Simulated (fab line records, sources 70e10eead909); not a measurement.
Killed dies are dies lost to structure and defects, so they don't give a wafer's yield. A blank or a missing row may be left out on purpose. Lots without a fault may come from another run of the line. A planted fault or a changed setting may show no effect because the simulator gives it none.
A struck lot beside a sound one | flow nand_harc | 13 steps out of a route of 1302
Sound: wafers L344.1, L344.5, L344.6. Struck: wafer L360.5. (L360.2, L360.6 of the same lot were not struck and are left out.) The cause comes at the end.
At each step with rows: each side's tool, then ch and its chambers, then its first start. Under that, the readings that differ: sound wafers | struck wafers | difference of the means | sigmas: that difference in standard deviations of wafers without a fault.
alike: readings whose means differ by less than 2 such deviations, and words and numbers that are the same on both sides. not compared: withheld readings, readings that some wafer has no value for, bounds like >300 that may hide the same value, and numbers for which the record gives no deviation and whose values overlap.
The two part at a step that has a row with sigmas, a row that says differs or no value, or rows on one side only. Numbers that don't overlap but have no deviation are shown without sigmas and don't part them. A reading that every wafer of one side lacks parts them only if that side has two wafers or more.

first, 1 step without rows for these wafers: NHARC_A_SLIT_SRD_20.
NHARC_A_SLIT_CD_MEAS_21:
  sound on cd_sem-01, day 20 22:10; struck on cd_sem-03, day 27 12:34
  alike: cd_nm
then, 3 steps without rows for these wafers: NHARC_A_SIN_REMOVE_WET_00 (chemistry H3PO4, time 15300 s); NHARC_A_SIN_REMOVE_PRECLEAN_01 (cleans in SC1); NHARC_A_SIN_REMOVE_SRD_02.
NHARC_A_SIN_REMOVE_INSPECT_04:
  sound on defect_inspect-01, day 21 04:46; struck on defect_inspect-01, day 27 19:07
  alike: raw_defect_count
NHARC_A_WL_FILL_ALD_00: deposits Al2O3, target thk 3 nm, pulse time 3 s, ald cycles 30.
  sound on ald_hk-03 ch 0,3, day 21 04:51; struck on ald_hk-04 ch 1, day 27 19:16
  alike: heater_power_w, precursor_pulse_height_rel
NHARC_A_WL_FILL_RTA_01: time 5 s.
  sound on rtp_anneal-02 ch 0, day 21 05:05; struck on rtp_anneal-01 ch 0, day 27 19:29
  reading          | sound                | struck | difference | sigmas
  wafer_temp_C_max | 1003.2 1004.5 1003.6 | 1007.0 | +3.2       | +4
  alike: lamp_power_pct
NHARC_A_WL_FILL_ALD_02: deposits TiN, target thk 2 nm, pulse time 3 s, ald cycles 100.
  sound on ald_metal-04 ch 0,1, day 21 05:19; struck on ald_metal-03 ch 1, day 27 19:42
  alike: heater_power_w, precursor_pulse_height_rel
NHARC_A_WL_FILL_CVD_03: deposits W, target thk 40 nm, time 279 s.
  sound on cvd_w-01 ch 0,1, day 21 05:45; struck on cvd_w-02 ch 1, day 27 20:09
  alike: heater_power_w, throttle_valve_pct
NHARC_A_WL_FILL_ETCHBACK_04: etches the open film in NF3, target depth 60 nm, time 120 s.
  sound on rie_metal-01 ch 0,1, day 21 06:09; struck on rie_metal-01 ch 0, day 27 20:28
  reading               | sound             | struck | difference | sigmas
  oes_product_au (a.u.) | 1.005 1.005 0.994 | 0.731  | -0.270     | -41
  alike: drypump_motor_current_A
  not compared: rf_hours_counter_h
NHARC_A_WL_FILL_ETCHBACK_05: etches the open film in Cl2/BCl3, target depth 22 nm, time 60 s.
  sound on rie_metal-01 ch 0,1, day 21 06:23; struck on rie_metal-01 ch 0, day 27 20:43
  alike: drypump_motor_current_A, oes_product_au, temp_c
  not compared: rf_hours_counter_h
-- the record jumps here: 4 days lie between the struck wafers' starts before and after (it left off in module A_WL_FILL and takes up again in module END, whose first step shown is number 1302 of the route) --
NHARC_END_SORT_01:
  the record has rows for the struck wafers here (prober-02 ch 0, day 32 02:05) and none for the sound ones

WHERE THEY PART
First at NHARC_A_WL_FILL_RTA_01; last, within this record, at NHARC_END_SORT_01.

WHY: what the simulator had put in
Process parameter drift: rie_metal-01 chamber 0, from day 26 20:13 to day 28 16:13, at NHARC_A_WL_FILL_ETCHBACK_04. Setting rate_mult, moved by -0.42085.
